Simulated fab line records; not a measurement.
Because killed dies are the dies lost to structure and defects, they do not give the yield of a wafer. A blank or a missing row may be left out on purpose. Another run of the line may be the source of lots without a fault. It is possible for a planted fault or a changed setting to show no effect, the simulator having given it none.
fab line records	flow n5Finfet
[record] lots = 6	wafers = 18	lastDay = 20
route steps=1938 shown MOL_CONTACT_COAG@532 BEOL_M4@1111 PASSIVATION@1936
lots that met no fault: from a run of the same line without faults
startH: hours from the record's first day to the start of the lot's first wafer shown	waitH: how many hours have passed since the lot's step before this one	" as in the row above	L1.1+2: several wafers, shown together as one row	- value missing, or start not given	* or withheld: withheld	< > ~ a bound
route shown NAME@n: names a module that has steps shown in the file, with the first one's number in the route	usual: mean/standard deviation of fault-free wafers	same: alike in all rows	chamber/n: place in a boat	sites: each site's reading	_std_site: the values' standard deviation	_edge_site: mean of outer sites minus mean of inner sites	radiusMm: how far each site lies from the wafer's centre	mask NAME#n: copy n	behind: the most recent tool/chamber to have shaped the wafer	hold: cause of the lot's hold/its duration in hours/its outcome	device: transistor that didn't switch, given as n, p or np	end of line: the same wafers' tests at the end of the route	a step given without rows: its recipe and nothing more	killed: dies lost to structure and defects at the first sort, not the wafer's yield	map: a wafer's dies, marking killed ones x, the rest . and places with no die _
set.NAME: setting as actually run; set.NAME@STEP: the setting as run at that earlier step	model.NAME: the simulator's own value behind a step, which no gauge read
certain route steps with their lots: each step a table, each wafer a row
services: a tool's chamber out of use, with start hour (startH, from the record's first day; less than 0 if before it), hours out, and reason
[[steps]]
[step N5_MOL_CONTACT_COAG_ETCH_106]
[recipe] chemistry = N2/H2	target = SOC	targetDepthA = 800	overetchA = 160	maskMaterial = SiARC	tempC = 40	timeS = 120	ionEnergyEv = 200	pressureMtorr = 30	sourceW = 840	biasW = 150	n2FlowSccm = 200	h2FlowSccm = 200
[usual] chamberPressureMTorr = 30.00/0.03	drypumpMotorCurrentA = 5.8/0.56	oesProductAu = 0.70/0.08	rfVppV = 523.5/2.9	showerheadPlenumPTorr = 2.53/0.099	throttleValvePct = 17.79/0.23
lot.wafer	tool	chamber	startH	waitH	chamberPressureMTorr	drypumpMotorCurrentA	oesProductAu	rfHoursCounterH	rfVppV	showerheadPlenumPTorr	throttleValvePct
L179.2	rieDiel-03	2	123.42	0.0	30.07	5.8	0.60	241	518.7	2.39	17.91
L179.3	"	0	"	"	30.00	5.0	0.65	192	523.3	2.52	17.60
L179.4	"	3	"	"	30.01	6.0	0.60	233	520.4	2.41	17.96
L184.2	rieDiel-02	2	154.81	0.0	29.96	6.5	0.69	139	521.5	2.45	17.85
L184.3	"	3	"	"	30.02	6.8	0.73	65	528.9	2.70	17.99
L184.6	"	0	"	"	30.01	5.3	0.78	-	527.5	2.70	17.78
L187.1	rieDiel-05	1	173.96	0.0	29.98	5.2	0.64	209	523.0	2.51	17.59
L187.2	"	3	"	"	29.99	5.3	0.66	184	522.6	2.55	17.79
L187.6	"	0	"	"	29.96	6.4	0.63	-	520.8	2.40	18.29
L190.1	rieDiel-02	1	192.49	0.0	30.03	5.6	0.80	31	521.4	2.50	17.56
L190.5	"	3	"	"	29.98	6.8	0.71	-	528.4	2.69	18.02
L190.6	"	2	"	"	29.98	6.5	0.69	-	520.3	2.44	17.88
L191.1	rieDiel-02	3	201.08	0.0	29.96	6.8	0.71	81	528.4	2.69	18.03
L191.3	"	2	"	"	30.00	6.5	0.68	156	520.4	2.44	17.88
L191.4	"	1	"	"	30.02	5.7	0.80	34	521.6	2.50	17.57
L196.1	rieDiel-03	1	230.75	0.0	30.01	6.3	0.75	72	522.3	2.48	18.12
L196.2	"	0	"	"	30.08	5.0	0.62	236	523.3	2.50	17.66
L196.5	"	3	"	"	30.02	6.0	0.87	-	527.4	2.72	17.55
[step N5_MOL_CONTACT_COAG_STRIP_107]
[recipe] chemistry = N2/H2	tempC = 40	n2FlowSccm = 200	h2FlowSccm = 200	rfFrequencyHz = 6e+07
[step N5_MOL_CONTACT_COAG_STRIP_108]
[recipe] chemistry = N2/H2	tempC = 40	n2FlowSccm = 200	h2FlowSccm = 200	rfFrequencyHz = 6e+07
[step N5_MOL_CONTACT_COAG_CONTACT_ETCH_14]
[recipe] chemistry = C4F6/O2	target = SiO2	targetDepthA = 275	overetchA = 85	maskMaterial = SOC	pressureMtorr = 30	sourceW = 370	biasW = 185	Ar_flow_sccm = 300	C4F6_flow_sccm = 16	O2_flow_sccm = 10	timeS = 20	ionEnergyEv = 259.6
[usual] O2_flow_sccm = 10.000/0.029	chamberPressureMTorr = 29.999/0.029	drypumpMotorCurrentA = 5.8/0.56	oesProductAu = 0.67/0.075	rfVppV = 692/3.6	showerheadPlenumPTorr = 2.86/0.11	throttleValvePct = 21.17/0.27
lot.wafer	tool	chamber	startH	waitH	O2_flow_sccm	chamberPressureMTorr	drypumpMotorCurrentA	oesProductAu	rfHoursCounterH	rfVppV	showerheadPlenumPTorr	throttleValvePct
L179.2	rieDiel-03	2	123.52	0.0	10.020	29.989	5.7	0.57	241	689	2.74	21.47
L179.3	"	0	"	"	10.003	30.007	5.0	0.62	192	691	2.86	20.94
L179.4	"	3	"	"	10.014	30.023	5.9	0.58	233	689	2.73	21.28
L184.2	rieDiel-02	2	154.91	0.0	9.964	29.990	6.5	0.66	139	689	2.75	21.11
L184.3	"	3	"	"	10.041	29.973	6.8	0.69	65	699	3.02	21.30
L184.6	"	0	"	"	10.033	30.004	5.3	0.74	-	700	3.08	21.45
L187.1	rieDiel-05	1	174.06	0.0	10.004	30.030	5.2	0.61	209	692	2.84	21.02
L187.2	"	3	"	"	10.016	29.992	5.3	0.63	184	693	2.87	21.06
L187.6	"	0	"	"	10.035	29.991	6.4	0.59	-	688	2.74	21.80
L190.1	rieDiel-02	1	192.59	0.0	9.994	29.983	5.7	0.76	31	690	2.80	20.84
L190.5	"	3	"	"	10.002	30.034	6.8	0.68	-	698	3.02	21.32
L190.6	"	2	"	"	9.976	29.940	6.5	0.65	-	691	2.75	21.15
L191.1	rieDiel-02	3	201.18	0.0	9.979	30.023	6.8	0.68	81	698	3.02	21.31
L191.3	"	2	"	"	9.993	29.989	6.4	0.65	156	689	2.74	21.14
L191.4	"	1	"	"	10.011	30.024	5.6	0.75	34	690	2.80	20.83
L196.1	rieDiel-03	1	230.86	0.0	10.014	30.029	6.3	0.71	72	690	2.79	21.49
L196.2	"	0	"	"	10.026	30.026	5.0	0.59	236	692	2.84	21.01
L196.5	"	3	"	"	9.953	30.016	6.0	0.83	-	697	3.06	20.92
[step N5_MOL_CONTACT_COAG_STRIP_109]
[recipe] chemistry = C4F6/O2	resist = SiARC	rfFrequencyHz = 6e+07
[step N5_MOL_CONTACT_COAG_ETCH_15]
[recipe] chemistry = CH3F/O2	target = SiNx	targetDepthA = 70	maskMaterial = SOC	stopOn = Si:P	overEtchFrac = 0.75	ionEnergyEv = 120	pressureMtorr = 30	sourceW = 395	biasW = 73	Ar_flow_sccm = 150	CH3F_flow_sccm = 30	O2_flow_sccm = 20
[step N5_MOL_CONTACT_COAG_ETCH_110]
[recipe] chemistry = CF4/O2	target = Si	targetDepthA = 25	timeS = 8	pressureMtorr = 100	sourceW = 200	biasW = 12	ionEnergyEv = 60	Ar_flow_sccm = 100	cf4FlowSccm = 100	O2_flow_sccm = 10
[step N5_MOL_CONTACT_COAG_STRIP_98]
[recipe] chemistry = N2/H2	powerW = 500	tempC = 40	pressureMtorr = 50	rfFrequencyHz = 6e+07	overashFraction = 0.3	biasPowerW = 8	h2Frac = 0.5	n2FlowSccm = 300	h2FlowSccm = 300
[usual] chamberPressureMTorr = 50.01/0.081	drypumpMotorCurrentA = 5.8/0.56	oesProductAu = 0.79/0.093	rfVppV = 54.3/1.6	showerheadPlenumPTorr = 3.35/0.13	throttleValvePct = 18.9/0.32
lot.wafer	tool	chamber	startH	waitH	chamberPressureMTorr	drypumpMotorCurrentA	oesProductAu	rfHoursCounterH	rfVppV	showerheadPlenumPTorr	throttleValvePct
L179.2	rieDiel-03	2	123.66	0.0	50.05	5.8	0.67	241	56.0	3.17	18.9
L179.3	"	0	"	"	50.11	5.0	0.71	192	52.0	3.33	18.9
L179.4	"	3	"	"	50.07	6.0	0.67	233	51.9	3.19	19.2
L184.2	rieDiel-02	2	155.06	0.0	50.04	6.5	0.78	139	56.4	3.24	18.9
L184.3	"	3	"	"	50.05	6.9	0.81	65	55.0	3.56	19.3
L184.6	"	0	"	"	49.91	5.3	0.86	-	55.6	3.56	18.8
L187.1	rieDiel-05	1	174.20	0.0	49.87	5.2	0.71	209	56.5	3.32	18.4
L187.2	"	3	"	"	50.07	5.3	0.73	184	54.4	3.37	19.1
L187.6	"	0	"	"	50.01	6.4	0.69	-	49.9	3.18	19.3
L190.1	rieDiel-02	1	192.74	0.0	50.16	5.7	0.88	31	52.0	3.30	18.8
L190.5	"	3	"	"	49.95	6.8	0.81	-	53.9	3.55	19.3
L190.6	"	2	"	"	49.96	6.5	0.77	-	55.4	3.23	18.9
L191.1	rieDiel-02	3	201.32	0.0	50.10	6.8	0.79	81	54.4	3.55	19.3
L191.3	"	2	"	"	50.00	6.5	0.78	156	52.3	3.23	18.9
L191.4	"	1	"	"	49.98	5.6	0.90	34	53.7	3.30	18.8
L196.1	rieDiel-03	1	231.00	0.0	50.13	6.3	0.83	72	53.4	3.28	19.2
L196.2	"	0	"	"	50.09	5.0	0.67	236	55.4	3.30	18.9
L196.5	"	3	"	"	49.85	6.0	0.98	-	53.5	3.58	18.8
[step N5_MOL_CONTACT_COAG_CD_MEAS_99]
[recipe] targetCdNm = 17.2	polarity = opening
[usual] cdNm = 17.2/0.37
lot.wafer	tool	chamber	startH	waitH	cdNm
L179.2	cdSem-01	-	123.73	-	16.8
L179.3	"	-	"	"	16.6
L179.4	"	-	"	"	17.4
L184.2	cdSem-03	-	155.13	-	16.3
L184.3	"	-	"	"	17.4
L184.6	"	-	"	"	17.1
L187.1	cdSem-03	-	174.27	-	17.9
L187.2	"	-	"	"	17.3
L187.6	"	-	"	"	17.9
L190.1	cdSem-01	-	192.81	-	17.4
L190.5	"	-	"	"	17.5
L190.6	"	-	"	"	17.3
L191.1	cdSem-01	-	201.40	-	18.0
L191.3	"	-	"	"	17.3
L191.4	"	-	"	"	17.4
L196.1	cdSem-01	-	231.07	-	17.5
L196.2	"	-	"	"	17.1
L196.5	"	-	"	"	17.1
[step N5_MOL_CONTACT_COAG_IMPLANT_129]
[recipe] species = Ge	energyKev = 3	doseCm2 = 6e+14	tiltDeg = 0	rotationDeg = 0
[step N5_MOL_CONTACT_COAG_PRECLEAN_111]
[recipe] chemistry = NF3:NH3	afsCycles = 1	tempC = 30	timeS = 20	sublimationTempC = 180	sublimationTimeS = 60	pressureTorr = 3	rfPowerW = 30
[step N5_MOL_CONTACT_COAG_TI_SIL_19]
[recipe] material = Ti	targetThkA = 42	tempC = 200	chamberPressurePa = 5	powerW = 5000	timeS = 15
[usual] throttleValvePct = 29.8/0.91
lot.wafer	tool	chamber	startH	waitH	throttleValvePct
L179.2	pvdSputter-01	-	124.38	0.3	31.3
L179.3	"	-	"	"	29.5
L179.4	"	-	"	"	28.6
L184.2	pvdSputter-01	-	155.96	0.3	31.2
L184.3	"	-	"	"	28.8
L184.6	"	-	"	"	29.5
L187.1	pvdSputter-03	-	175.39	0.4	30.4
L187.2	"	-	"	"	30.8
L187.6	"	-	"	"	30.0
L190.1	pvdSputter-01	-	193.54	0.3	28.7
L190.5	"	-	"	"	31.2
L190.6	"	-	"	"	28.9
L191.1	pvdSputter-02	-	203.03	0.2	29.2
L191.3	"	-	"	"	30.6
L191.4	"	-	"	"	28.9
L196.1	pvdSputter-01	-	231.59	0.2	28.3
L196.2	"	-	"	"	28.8
L196.5	"	-	"	"	29.6
[step N5_MOL_CONTACT_COAG_ALD_20]
[recipe] material = TiN	targetThkA = 15	tempC = 400	aldPrecursorFamily = TiCl4	aldCoReactant = NH3	pulseTimeS = 1	purgeTimeS = 3	coReactantPurgeTimeS = 2	coReactantPulseTimeS = 2	aldCycles = 68	pressureTorr = 3
[usual] coReactantPulseTimeS = 2/0	heaterPowerW = 875/93	precursorPulseHeightRel = 1.000/0.018
[same] aldCycles = 68	coReactantPurgeTimeS = 2
lot.wafer	tool	chamber	startH	waitH	coReactantPulseTimeS	heaterPowerW	precursorPulseHeightRel
L179.2	aldMetal-04	3	124.50	0.1	2	915	1.021
L179.3	"	0	"	"	2	914	0.997
L179.4	"	2	"	"	2	837	1.008
L184.2	aldMetal-02	1	156.08	0.1	2	1016	0.984
L184.3	"	3	"	"	2	933	0.976
L184.6	"	0	"	"	2	846	0.994
L187.1	aldMetal-03	0	175.51	0.1	2	1021	0.981
L187.2	"	2	"	"	2	647	0.970
L187.6	"	0	"	"	2	1011	0.987
L190.1	aldMetal-04	3	193.66	0.1	2.5675	901	1.004
L190.5	"	1	"	"	2	810	0.985
L190.6	"	2	"	"	2	833	0.984
L191.1	aldMetal-04	0	203.17	0.1	2.5675	900	1.004
L191.3	"	1	"	"	2	805	0.989
L191.4	"	3	"	"	2	892	0.997
L196.1	aldMetal-02	3	231.71	0.1	2	987	0.969
L196.2	"	2	"	"	2	891	1.011
L196.5	"	3	"	"	2	972	0.993
[step N5_MOL_CONTACT_COAG_SIL_ANNEAL_21]
[recipe] tempC = 550	timeS = 60	ambient = N2
[usual] lampPowerPct = 6.7/0.93	wafer_temp_C_max = 552.2/0.47
lot.wafer	tool	chamber	startH	waitH	lampPowerPct	wafer_temp_C_max
L179.2	rtpAnneal-02	0	124.95	0.3	7.7	551.7
L179.3	"	0	"	"	7.7	552.3
L179.4	"	0	"	"	7.7	552.9
L184.2	rtpAnneal-01	0	156.48	0.2	5.9	552.4
L184.3	"	0	"	"	5.9	552.3
L184.6	"	0	"	"	5.9	552.8
L187.1	rtpAnneal-01	0	175.89	0.2	5.9	552.6
L187.2	"	0	"	"	5.9	552.3
L187.6	"	0	"	"	5.9	551.9
L190.1	rtpAnneal-01	0	194.09	0.3	5.9	551.3
L190.5	"	0	"	"	5.9	552.0
L190.6	"	0	"	"	5.9	551.5
L191.1	rtpAnneal-01	0	203.54	0.2	5.9	552.3
L191.3	"	0	"	"	5.9	552.3
L191.4	"	0	"	"	5.9	552.1
L196.1	rtpAnneal-01	0	232.08	0.2	5.9	552.4
L196.2	"	0	"	"	5.9	553.1
L196.5	"	0	"	"	5.9	552.4
[step N5_BEOL_M4_RC_MEAS_101]
[usual] DIBL_N = 37.0/1.6	DIBL_P = 37.0/2.1	IOFF_N = 0.17/0.032	IOFF_P = 0.22/0.043	ION_N = 679/13	ION_P = 465/9.5	SS_N = 71.7/0.59	SS_P = 73.6/0.64	VT_N = 249/3.2	VT_P = -249/4.1
lot.wafer	tool	chamber	startH	waitH	DIBL_N[mV/V]	DIBL_P[mV/V]	IOFF_N[nA/um]	IOFF_P[nA/um]	ION_N[uA/um]	ION_P[uA/um]	SS_N[mV/dec]	SS_P[mV/dec]	VT_N[mV]	VT_P[mV]
L179.2	prober-02	0	298.71	0.2	38.1	38.1	0.21	0.27	683	468	72.0	74.0	246	-242
L179.3	"	0	"	"	34.7	35.4	0.15	0.21	695	471	70.9	72.8	250	-248
L179.4	"	0	"	"	38.3	40.5	0.23	0.32	702	483	72.1	73.9	245	-243
L184.2	prober-01	0	319.94	0.2	35.0	36.7	0.13	0.21	659	463	71.3	73.5	252	-248
L184.3	"	0	"	"	38.8	40.2	0.21	0.29	696	479	71.8	74.4	247	-243
L184.6	"	0	"	"	39.3	39.8	0.21	0.28	681	464	73.1	75.2	249	-248
L187.1	prober-02	0	320.14	0.0	33.8	32.9	0.13	0.19	673	468	70.7	73.3	252	-248
L187.2	"	0	"	"	36.9	36.9	0.17	0.27	677	473	71.8	73.8	247	-246
L187.6	"	0	"	"	34.1	33.1	0.12	0.20	671	467	71.8	72.4	251	-250
L190.1	prober-01	0	342.33	0.1	35.2	37.7	0.17	0.25	672	468	72.0	73.5	249	-245
L190.5	"	0	"	"	38.7	41.7	0.24	0.31	704	474	73.0	74.5	244	-244
L190.6	"	0	"	"	33.5	36.7	0.14	0.23	671	469	70.9	73.7	255	-247
L191.1	prober-02	0	363.65	0.0	36.2	35.1	0.15	0.20	665	454	71.8	73.1	253	-255
L191.3	"	0	"	"	33.1	30.6	0.10	0.14	649	451	70.4	72.3	254	-259
L191.4	"	0	"	"	35.2	34.6	0.13	0.19	668	459	70.9	73.0	252	-254
L196.1	prober-01	0	377.17	0.0	38.2	37.2	0.19	0.23	689	466	72.1	73.6	248	-249
L196.2	"	0	"	"	37.0	35.8	0.16	0.20	669	456	72.4	73.4	249	-251
L196.5	"	0	"	"	36.0	33.9	0.14	0.18	665	451	72.0	73.6	252	-252
[step N5_PASSIVATION_PROBE_49]
[usual] defectLimitedYield = 91.2/1.6	killed_at_M0_to_M3 = 33/11	killed_at_M4_up = 14/5	killedAtContacts = 12/5.8	killedAtFrontEnd = 41/12	killedAtOther = 3.5/2.9	killedDies = 104/19	killedOpen = 68/14	killedShort = 34/8.8	sort_bin_5_function = 5.2/1.1	sort_bin_6_memory = 3.2/0.71	sortNPass = 1076/19	sortYieldPct = 91.2/1.6
[same] grossDies = 1180	killedAtBackSide = 0	sort_bin_4_leakage[%] = 0	sort_bin_8_speed[%] = 0
lot.wafer	tool	chamber	startH	waitH	defectLimitedYield[%]	killed_at_M0_to_M3	killed_at_M4_up	killedAtContacts	killedAtFrontEnd	killedAtOther	killedDies	killedOpen	killedShort	sort_bin_5_function[%]	sort_bin_6_memory[%]	sortNPass	sortYieldPct[%]
L179.2	prober-01	-	406.60	0.1	89.1	54	21	3	50	1	129	75	48	5.4	4.5	1051	89.1
L179.3	prober-01	-	406.65	0.1	88.3	55	18	7	56	2	138	81	57	7.5	3.8	1042	88.3
L179.4	prober-01	-	406.70	0.2	90.6	42	23	2	41	3	111	64	46	5.0	3.7	1069	90.6
L184.6	prober-01	-	423.25	0.3	91.5	35	10	3	52	0	100	67	30	5.4	2.8	1080	91.5
L191.1	prober-02	-	474.56	0.0	89.9	37	19	7	53	3	119	83	32	6.6	3.4	1061	89.9
L191.3	prober-02	-	474.66	0.1	91.9	29	10	8	48	1	96	54	34	5.2	2.1	1084	91.9
L191.4	prober-02	-	474.71	0.2	92.6	30	9	8	35	5	87	58	27	4.2	3.1	1093	92.6
// killed by level:class
L179.2 BEOL_M0_SAQP:geometricParticle:short=22 BEOL_M0_SAQP:geometricParticle:open=14 FIN_SAQP:geometricParticle:short=13 BEOL_M2:geometricParticle:open=9 DUMMY_GATE:geometricParticle:open=8 FIN_SAQP:geometricParticle:open=6 BEOL_M6:geometricParticle:open=6 HKMG_FIN:areaEtch=6
L179.3 FIN_SAQP:geometricParticle:short=19 BEOL_M0_SAQP:geometricParticle:open=17 BEOL_M0_SAQP:geometricParticle:short=16 BEOL_M4:geometricParticle:open=10 BEOL_M1:geometricParticle:open=9 FIN_SAQP:geometricParticle:open=7 GATE_CUT:geometricParticle:short=7 BEOL_M3:geometricParticle:open=7
L179.4 BEOL_M0_SAQP:geometricParticle:short=14 FIN_SAQP:geometricParticle:short=13 BEOL_M4:geometricParticle:open=9 DUMMY_GATE:geometricParticle:open=8 BEOL_M0_SAQP:geometricParticle:open=8 BEOL_M1:geometricParticle:open=5 GATE_CUT:geometricParticle:open=4 BEOL_M3:geometricParticle:open=4
L184.6 STI_FIN_REVEAL:geometricParticle:open=14 BEOL_M3:geometricParticle:open=13 FIN_SAQP:geometricParticle:open=7 FIN_SAQP:geometricParticle:short=7 BEOL_M1:geometricParticle:open=6 DUMMY_GATE:geometricParticle:open=5 BEOL_M2:geometricParticle:open=5 GATE_CUT:geometricParticle:short=3
L191.1 FIN_SAQP:geometricParticle:open=13 FIN_SAQP:geometricParticle:short=10 BEOL_M0_SAQP:geometricParticle:open=9 BEOL_M2:geometricParticle:open=9 STI_FIN_REVEAL:geometricParticle:open=8 BEOL_M4:geometricParticle:open=8 DUMMY_GATE:geometricParticle:open=7 MOL_CONTACT_COAG:geometricParticle:open=6
L191.3 FIN_SAQP:geometricParticle:short=13 FIN_SAQP:geometricParticle:open=7 HKMG_FIN:areaEtch=7 STI_FIN_REVEAL:geometricParticle:open=6 MOL_CONTACT_COAG:geometricParticle:open=6 BEOL_M0_SAQP:geometricParticle:short=6 BEOL_M0_SAQP:geometricParticle:open=6 BEOL_M1:geometricParticle:open=5
L191.4 STI_FIN_REVEAL:geometricParticle:open=10 MOL_CONTACT_COAG:geometricParticle:open=7 BEOL_M2:geometricParticle:open=7 BEOL_M3:geometricParticle:open=7 FIN_SAQP:geometricParticle:short=6 BEOL_M0_SAQP:geometricParticle:open=5 BEOL_M1:geometricParticle:open=5 FIN_SAQP:geometricParticle:open=3
[[services]]
tool	chamber	startH	hours	kind
aldMetal-02	-	104.33	6.0	pm
aldMetal-02	-	116.20	0.5	repair
pvdSputter-03	-	119.69	7.0	repair
pvdSputter-02	-	123.05	1.0	repair
aldMetal-03	3	130.12	25.3	repair
aldMetal-04	0	130.25	16.5	repair
pvdSputter-02	-	137.09	1.4	repair
rieDiel-03	-	145.13	5.1	repair
aldMetal-02	2	152.02	5.2	repair
rieDiel-05	-	153.20	0.2	repair
rieDiel-03	2	155.59	-	clean
rieDiel-03	2	155.59	-	consumableReplace:focusRing
rieDiel-03	2	155.59	-	consumableReplace:showerhead
rieDiel-03	2	155.59	19.7	scheduledDown
rieDiel-03	2	155.59	19.7	ventCycle
rieDiel-02	1	172.00	5.8	repair
rieDiel-03	3	172.89	20.0	repair
aldMetal-04	-	179.79	2.8	pm
rieDiel-05	0	200.20	-	clean
rieDiel-05	0	200.20	-	consumableReplace:focusRing
rieDiel-05	0	200.20	-	consumableReplace:showerhead
rieDiel-05	0	200.20	24.7	scheduledDown
aldMetal-03	3	208.21	3.4	repair
rieDiel-03	2	231.55	11.5	repair
[[key]]
[firstSign] step = N5_MOL_CONTACT_COAG_ALD_20	reading = coReactantPulseTimeS	direction = up	sigmas = 99+	usual = *	struck = *
effect none on later readings
metAt N5_MOL_CONTACT_COAG_ALD_20
struckWafers L190.1,L191.1
onsetBetween 124.50 193.66
[fault] kind = processParameterDrift	tool = aldMetal-04	chamber = -	onsetH = 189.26	steps = N5_MOL_CONTACT_COAG_ALD_20	channel = coReactantPulseTimeS	offset = *	shape = step	endH = 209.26	scope = struckWafersOnly	actsIn = *	stated = *
